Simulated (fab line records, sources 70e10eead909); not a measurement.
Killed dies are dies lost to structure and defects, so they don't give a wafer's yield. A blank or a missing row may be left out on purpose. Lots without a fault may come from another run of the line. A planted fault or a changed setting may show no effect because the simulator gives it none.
Chamber matching | flow nand_harc | NHARC_A_STAIRCASE_ETCH_444 on rie_diel-13: 4 sister chambers
The step etches the open film in C4F8/O2, target depth 10200 nm, time 3400 s. 18 wafers are shown with their chamber, then 9 later ones without.

WAFERS WITH THEIR CHAMBER
wafer  | chamber | rf_vpp_V (V) | oes_product_au (a.u.)
L075.2 | 0       | 817          | 0.983
L075.4 | 1       | 804          | 0.946
L075.5 | 2       | 813          | 0.952
L076.1 | 0       | 817          | 0.981
L076.2 | 3       | 800          | 0.991
L076.5 | 3       | 799          | 0.998
L080.3 | 0       | 815          | 0.998
L080.4 | 2       | 810          | 0.967
L080.5 | 1       | 804          | 0.960
L083.1 | 3       | 799          | 0.954
L083.2 | 1       | 803          | 0.940
L083.3 | 2       | 812          | 0.931
L085.1 | 2       | 812          | 0.915
L085.2 | 3       | 800          | 0.935
L085.6 | 1       | 804          | 0.905
L086.1 | 1       | 803          | 0.940
L086.3 | 0       | 817          | 0.953
L086.6 | 1       | 805          | 0.924

SIGNATURES (means of the wafers above)
reading        | chamber 0 | chamber 1 | chamber 2 | chamber 3 | scatter within a chamber
rf_vpp_V       | 816.50    | 803.83    | 811.75    | 799.50    | 0.91
oes_product_au | 0.97875   | 0.93583   | 0.94125   | 0.96950   | 0.0226
Rule: a wafer's distance from a chamber is the root of the sum, over the readings, of the square of ((its reading less the chamber's mean) divided by the reading's scatter). The wafer belongs to the nearest chamber; if the next one is less than 2 further off, it can't be placed. The scatter: the root of (the sum of the squares of (reading less its chamber's mean) over the shown wafers, divided by (wafers less chambers)).

WAFERS WITHOUT THEIR CHAMBER
wafer  | rf_vpp_V (V) | oes_product_au (a.u.)
L089.1 | 810          | 0.916
L089.2 | 803          | 0.926
L089.5 | 811          | 0.926
L092.1 | 802          | 0.923
L092.3 | 800          | 0.933
L092.5 | 816          | 0.972
L096.1 | 801          | 0.909
L096.3 | 812          | 0.930
L096.4 | 798          | 0.936

WHICH CHAMBER EACH WENT THROUGH
wafer  | from the rows above     | in truth
L089.1 | 2                       | 2
L089.2 | 1                       | 1
L089.5 | 2                       | 2
L092.1 | can't be placed: 1 or 3 | 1
L092.3 | 3                       | 3
L092.5 | 0                       | 0
L096.1 | can't be placed: 3 or 1 | 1
L096.3 | 2                       | 2
L096.4 | 3                       | 3
Placed correctly: 7 of 9. Can't be placed from these rows: 2 (the true chamber is among the candidates in 2). Placed wrongly: 0.
